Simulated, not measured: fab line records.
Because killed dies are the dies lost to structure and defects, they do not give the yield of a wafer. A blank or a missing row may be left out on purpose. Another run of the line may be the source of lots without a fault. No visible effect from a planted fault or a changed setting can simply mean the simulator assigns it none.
Chamber matching | flow nand-harc | cmp-01 running NHARC_THIN_TSV_CMP_21: 4 sister chambers
The step polishes, t overpolish 30 s, target thk 2000 nm. 4 wafers are shown with their chamber, then 8 later ones without.

## WAFERS PAIRED WITH THEIR CHAMBERS
wafer  | chamber | motor-current-A (A)
L435.3 | 1       | 12.9
L447.3 | 3       | 10.7
L447.4 | 0       | 12.4
L453.1 | 2       | 11.4

## WAFERS WITHOUT THEIR CHAMBER
wafer  | motor-current-A (A)
L453.3 | 12.2
L453.4 | 11.5
L452.1 | 11.6
L452.2 | 12.1
L452.3 | 11.0
L451.3 | 11.4
L451.4 | 13.0
L451.6 | 11.6

## THE CHAMBER EACH PASSED THROUGH
wafer  | from the rows above     | in truth
L453.3 | 0                       | 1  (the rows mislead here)
L453.4 | 2                       | 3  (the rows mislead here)
L452.1 | 2                       | 2
L452.2 | can't be placed: 0 or 2 | 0
L452.3 | can't be placed: 3 or 2 | 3
L451.3 | 2                       | 2
L451.4 | 1                       | 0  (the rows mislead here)
L451.6 | 2                       | 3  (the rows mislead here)
Correct placement for 2 of the 8. These rows do not allow placing 2 (true chamber among the candidates in 2). Number placed wrongly: 4.
How it was worked out, from the rows above alone: a wafer's distance from a chamber is the root of the sum, over the readings, of the square of ((its reading less the chamber's mean) divided by the reading's scatter). If the next closest chamber is less than 2 further off than the closest, the wafer can't be placed; otherwise it belongs to the closest. For every chamber, the mean is computed from those of its wafers that are shown. The scatter: root of mean squared gap, hidden wafer to nearest shown wafer, with one shown wafer a chamber.
